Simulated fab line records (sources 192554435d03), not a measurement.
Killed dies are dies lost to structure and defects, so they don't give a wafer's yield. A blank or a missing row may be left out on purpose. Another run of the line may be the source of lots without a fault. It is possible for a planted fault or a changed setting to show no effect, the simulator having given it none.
Which tool is to blame?	flow n5Finfet	10 lots with 30 wafers sampled at 5 steps, on a route of 1938 steps

WHAT THE GAUGES SHOWED, per wafer
N5_BEOL_M4_RC_MEAS_101. Usual: DIBL_N 36.4 mV/V, standard deviation 1.2; DIBL_P 36.1 mV/V, standard deviation 1.6; IOFF_N 0.156 nA/um, standard deviation 0.024; IOFF_P 0.21 nA/um, standard deviation 0.031; ION_N 674 uA/um, standard deviation 11; ION_P 463 uA/um, standard deviation 6.9; SS_N 71.5 mV/dec, standard deviation 0.5; SS_P 73.2 mV/dec, standard deviation 0.55; VT_N 250.0 mV, standard deviation 2.9; VT_P -250 mV, standard deviation 3.6.
lot	measured	on	DIBL_N (mV/V)	DIBL_P (mV/V)	IOFF_N (nA/um)	IOFF_P (nA/um)	ION_N (uA/um)	ION_P (uA/um)	SS_N (mV/dec)	SS_P (mV/dec)	VT_N (mV)	VT_P (mV)	flag
L182	day 7 22:36	prober-02	37.7 35.5 36.2	38.4 36.8 37.6	0.178 0.155 0.157	0.22 0.20 0.20	671 675 679	462 464 464	72.2 71.2 70.8	73.5 72.9 72.7	250.2 251.4 250.2	-250 -251 -252	
L184	day 8 05:44	prober-01	37.3 38.7 36.8	38.3 39.4 37.6	0.181 0.208 0.167	0.23 0.24 0.21	680 684 674	469 464 459	72.1 72.1 72.4	73.3 73.8 73.3	247.3 244.2 247.0	-250 -249 -251	
L186	day 8 21:00	prober-02	37.3 35.2 36.6	39.6 37.1 38.4	0.204 0.160 0.183	0.26 0.22 0.24	698 669 676	473 459 461	72.3 71.4 71.8	73.9 73.7 73.5	245.0 249.5 247.5	-250 -248 -250	
L187	day 9 01:47	prober-01	35.2 35.9 35.2	34.7 36.4 34.3	0.133 0.144 0.134	0.20 0.22 0.20	668 671 665	468 468 461	71.4 72.3 71.2	73.0 73.8 72.9	250.7 251.6 253.1	-249 -246 -250	
L189	day 9 03:59	prober-02	34.6 35.2 36.4	33.9 35.1 36.3	0.136 0.148 0.181	0.20 0.22 0.25	661 678 688	466 468 482	70.7 71.2 71.6	73.5 73.2 73.9	250.5 251.3 246.8	-249 -247 -246	
L197	day 11 12:38	prober-02	37.7 35.5 35.6	36.7 34.2 34.6	0.170 0.130 0.140	0.20 0.16 0.17	672 667 671	455 460 460	71.7 70.6 71.4	74.1 73.1 73.3	250.4 253.5 252.1	-252 -256 -254	
L198	day 11 15:52	prober-01	36.6 37.2 35.9	34.7 35.6 34.3	0.131 0.152 0.130	0.19 0.19 0.17	657 670 664	461 458 460	71.2 71.5 71.3	73.2 73.2 73.3	252.3 250.9 251.3	-251 -251 -252	
L201	day 12 12:56	prober-01	37.7 37.7 36.4	36.7 37.1 34.8	0.175 0.186 0.149	0.25 0.26 0.22	679 688 661	467 470 463	71.8 71.7 71.0	73.3 74.1 73.3	247.2 247.7 250.1	-247 -247 -248	
L202	day 12 20:18	prober-02	34.0 34.5 34.4	34.0 35.2 33.8	0.129 0.134 0.120	0.18 0.20 0.18	667 670 660	467 467 459	71.0 71.1 70.2	73.1 72.5 72.6	252.9 249.4 251.6	-249 -250 -250	
L205	day 14 02:44	prober-01	35.8 35.0 35.1	35.8 34.4 34.8	0.156 0.141 0.140	0.19 0.17 0.17	678 674 681	464 452 464	71.4 72.0 71.5	73.8 73.3 72.8	248.1 251.6 248.5	-253 -255 -254	

WHAT TOOL EACH LOT RAN ON (gives the tool, then ch and the chambers of the sampled wafers, and finally the start)
lot	N5_BEOL_M0_ANNEAL_133	N5_BEOL_M0_ANNEAL_135	N5_BEOL_M1_EXPOSE_08	N5_BEOL_M1_DESCUM_16
L182	pvdSputter-03, day 6 03:35	pvdSputter-03, day 6 03:43	euvScanner-01 ch 0, day 6 07:13	rieDiel-04 ch 1,2, day 6 07:27
L184	pvdSputter-03, day 6 12:14	pvdSputter-03, day 6 12:22	euvScanner-02 ch 0, day 6 17:54	rieDiel-04 ch 0,1,2, day 6 18:10
L186	pvdSputter-01, day 7 01:33	pvdSputter-01, day 7 01:40	euvScanner-01 ch 0, day 7 04:14	rieDiel-06 ch 0,1,2, day 7 04:40
L187	pvdSputter-03, day 7 04:09	pvdSputter-03, day 7 04:16	euvScanner-01 ch 0, day 7 06:49	rieDiel-05 ch 1,2,3, day 7 07:05
L189	pvdSputter-03, day 7 09:40	pvdSputter-03, day 7 09:47	euvScanner-01 ch 0, day 7 16:16	rieDiel-05 ch 2,3, day 7 16:31
L197	pvdSputter-03, day 9 17:06	pvdSputter-03, day 9 17:13	euvScanner-01 ch 0, day 9 20:22	rieDiel-04 ch 2,3, day 9 20:46
L198	pvdSputter-03, day 10 00:19	pvdSputter-03, day 10 00:26	euvScanner-01 ch 0, day 10 02:43	rieDiel-05 ch 0,1,3, day 10 03:27
L201	pvdSputter-03, day 10 16:44	pvdSputter-03, day 10 16:51	euvScanner-02 ch 0, day 10 19:36	rieDiel-05 ch 0,3, day 10 19:51
L202	pvdSputter-03, day 11 03:03	pvdSputter-03, day 11 03:10	euvScanner-02 ch 0, day 11 04:56	rieDiel-04 ch 0,2, day 11 05:13
L205	pvdSputter-02, day 12 03:35	pvdSputter-02, day 12 03:43	euvScanner-02 ch 0, day 12 06:11	rieDiel-04 ch 0,1, day 12 06:26
- N5_BEOL_M0_ANNEAL_133: time 60 s.
- N5_BEOL_M0_ANNEAL_135: time 60 s.
- N5_BEOL_M1_EXPOSE_08: exposes mask M1.
- N5_BEOL_M1_DESCUM_16: chemistry O2, time 7 s.

WHAT THE TOOLS THEMSELVES READ (means of the sampled wafers that have a number; where no wafer has one, the mark that the record gives instead)
N5_BEOL_M0_ANNEAL_133. Usual: heaterPowerW 814 W, standard deviation 90; susceptorTempC 399.97 C, standard deviation 0.25.
lot	tool	heaterPowerW (W)	susceptorTempC (C)	flag
L182	pvdSputter-03	918	399.99	
L184	pvdSputter-03	775	400.02	
L186	pvdSputter-01	761	399.80	
L187	pvdSputter-03	844	399.87	
L189	pvdSputter-03	807	400.12	
L197	pvdSputter-03	695	399.90	
L198	pvdSputter-03	887	399.95	
L201	pvdSputter-03	869	400.01	
L202	pvdSputter-03	885	400.27	
L205	pvdSputter-02	832	400.17	

N5_BEOL_M0_ANNEAL_135. Usual: heaterPowerW 815 W, standard deviation 92; susceptorTempC 399.99 C, standard deviation 0.22.
lot	tool	heaterPowerW (W)	susceptorTempC (C)	flag
L182	pvdSputter-03	910	400.06	
L184	pvdSputter-03	769	400.22	
L186	pvdSputter-01	750	399.93	
L187	pvdSputter-03	855	399.94	
L189	pvdSputter-03	798	399.99	
L197	pvdSputter-03	700	399.91	
L198	pvdSputter-03	887	399.90	
L201	pvdSputter-03	853	400.05	
L202	pvdSputter-03	876	400.11	
L205	pvdSputter-02	841	400.05	

N5_BEOL_M1_EXPOSE_08. Usual: exposureDoseMJCm2 32.95, standard deviation 0.044.
lot	tool	exposureDoseMJCm2	flag
L182	euvScanner-01	32.95	
L184	euvScanner-02	32.88	
L186	euvScanner-01	32.99	
L187	euvScanner-01	32.94	
L189	euvScanner-01	32.98	
L197	euvScanner-01	32.37	OFF
L198	euvScanner-01	32.47	OFF
L201	euvScanner-02	32.89	
L202	euvScanner-02	32.89	
L205	euvScanner-02	32.85	

N5_BEOL_M1_DESCUM_16. Usual: drypumpMotorCurrentA 5.7 A, standard deviation 0.41; oesProductAu 0.78 a.u., standard deviation 0.084; rfVppV 243.0 V, standard deviation 1.4; showerheadPlenumPTorr 2.08 Torr, standard deviation 0.06; throttleValvePct 20.51 %, standard deviation 0.22.
lot	tool	drypumpMotorCurrentA (A)	oesProductAu (a.u.)	rfVppV (V)	showerheadPlenumPTorr (Torr)	throttleValvePct (%)	flag
L182	rieDiel-04	6.3	0.66	243.6	2.09	20.83	
L184	rieDiel-04	6.0	0.72	242.7	2.08	20.66	
L186	rieDiel-06	5.8	0.72	243.7	2.11	20.50	
L187	rieDiel-05	5.4	0.82	242.0	2.05	20.33	
L189	rieDiel-05	5.3	0.86	243.6	2.09	20.23	
L197	rieDiel-04	6.0	0.89	243.2	2.06	20.64	
L198	rieDiel-05	5.7	0.74	242.2	2.06	20.56	
L201	rieDiel-05	5.8	0.78	243.0	2.07	20.43	
L202	rieDiel-04	5.9	0.84	242.2	2.04	20.58	
L205	rieDiel-04	5.8	0.91	242.8	2.11	20.24	

THE ANSWER, worked out from the rows above alone
Rule: take the mean of a lot's wafers that have a number; if it is more than 3 standard deviations from the usual mean, the lot is off. Also off: a lot with no number at a reading for which 4 or more lots have one. Any other lot the step has rows for is counted as sound. First the gauges in route order, then the tools' own readings, where a lot's mean is used as printed above. At the first step where some lot is off, the reading lying furthest off is the one used; lots without a number count as furthest.
Off: L197, L198, at N5_BEOL_M1_EXPOSE_08 (exposureDoseMJCm2).
If a tool, at that step or one of the process steps before it, ran each lot that is off and ran no sound lot following the first of them, it fits. One fits: N5_BEOL_M1_EXPOSE_08 on euvScanner-01. A fault onset in the window from L189 (day 7 16:16, its last sound lot) to L197 (day 9 20:22, its first lot off) fits.
On the lots that are off, the tool's own readings at N5_BEOL_M1_EXPOSE_08 differ by more than 5 times the standard deviation of the sound lots' means, which bears it out; exposureDoseMJCm2 reads 32.42 there versus 32.92 on the sound lots.

WHAT WAS PUT IN BY THE SIMULATOR
Process parameter drift: euvScanner-01, from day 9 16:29 on, at N5_BEOL_M1_EXPOSE_08. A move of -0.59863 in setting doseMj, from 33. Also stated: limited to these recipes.
Shown lots that were struck: L197, L198. Same finding as the rule above.
